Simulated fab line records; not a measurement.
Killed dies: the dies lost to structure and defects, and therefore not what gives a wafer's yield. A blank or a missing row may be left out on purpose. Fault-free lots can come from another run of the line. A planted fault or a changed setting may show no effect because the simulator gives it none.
Matching of chambers -- flow n5 finfet -- 4 sister chambers for N5_BEOL_M4_DESCUM_16 on rie diel-02
The step chemistry O2, time 7 s. 18 wafers are shown with their chamber, then 9 later ones without.

## EACH WAFER AND ITS CHAMBER
wafer,chamber,drypump motor current A (A),throttle valve pct (%),showerhead plenum p Torr (Torr)
L080.2,0,6.1,20.36,2.14
L080.5,2,6.6,20.86,2.18
L080.6,3,5.2,20.35,2.09
L084.1,3,5.2,20.36,2.09
L084.5,1,5.8,20.62,2.09
L084.6,0,6.1,20.36,2.14
L086.1,2,6.6,20.86,2.17
L086.3,0,6.2,20.38,2.14
L086.5,1,5.8,20.62,2.09
L089.1,2,6.7,20.87,2.17
L089.4,0,6.2,20.39,2.14
L089.5,0,6.2,20.39,2.14
L090.2,0,6.2,20.38,2.13
L090.3,1,5.8,20.63,2.08
L090.5,1,5.8,20.63,2.08
L093.3,3,5.2,20.40,2.08
L093.5,1,5.8,20.63,2.08
L093.6,0,6.2,20.41,2.13

SIGNATURES (means of the wafers above)
reading,chamber 0,chamber 1,chamber 2,chamber 3,scatter within a chamber
drypump motor current A,6.171,5.800,6.633,5.200,0.0387
throttle valve pct,20.3814,20.6260,20.8633,20.3700,0.0157
showerhead plenum p Torr,2.1371,2.0840,2.1733,2.0867,0.00532
Rule: distance of a wafer from a chamber = root of the sum over the readings of ((wafer's reading minus chamber's mean) / reading's scatter) squared. If the next closest chamber is less than 2 further off than the closest, the wafer can't be placed; otherwise it belongs to the closest. The scatter is the square root of a quotient: the sum, over the shown wafers, of each reading's squared deviation from its chamber's mean, divided by wafers minus chambers.

## WAFERS WITH NO CHAMBER GIVEN
wafer,drypump motor current A (A),throttle valve pct (%),showerhead plenum p Torr (Torr)
L095.1,5.3,20.41,2.08
L095.4,6.6,20.88,2.17
L095.6,5.8,20.63,2.08
L096.2,6.2,20.40,2.13
L096.4,5.8,20.63,2.08
L096.5,5.2,20.39,2.08
L091.3,5.8,20.65,2.08
L091.4,6.2,20.41,2.13
L091.5,5.8,20.67,2.08

## THE CHAMBER EACH PASSED THROUGH
wafer,from the rows above,in truth
L095.1,3,3
L095.4,2,2
L095.6,1,1
L096.2,0,0
L096.4,1,1
L096.5,3,3
L091.3,1,1
L091.4,0,0
L091.5,1,1
Correctly placed: 9 of 9. Can't be placed from these rows: 0. Placed wrongly: 0.
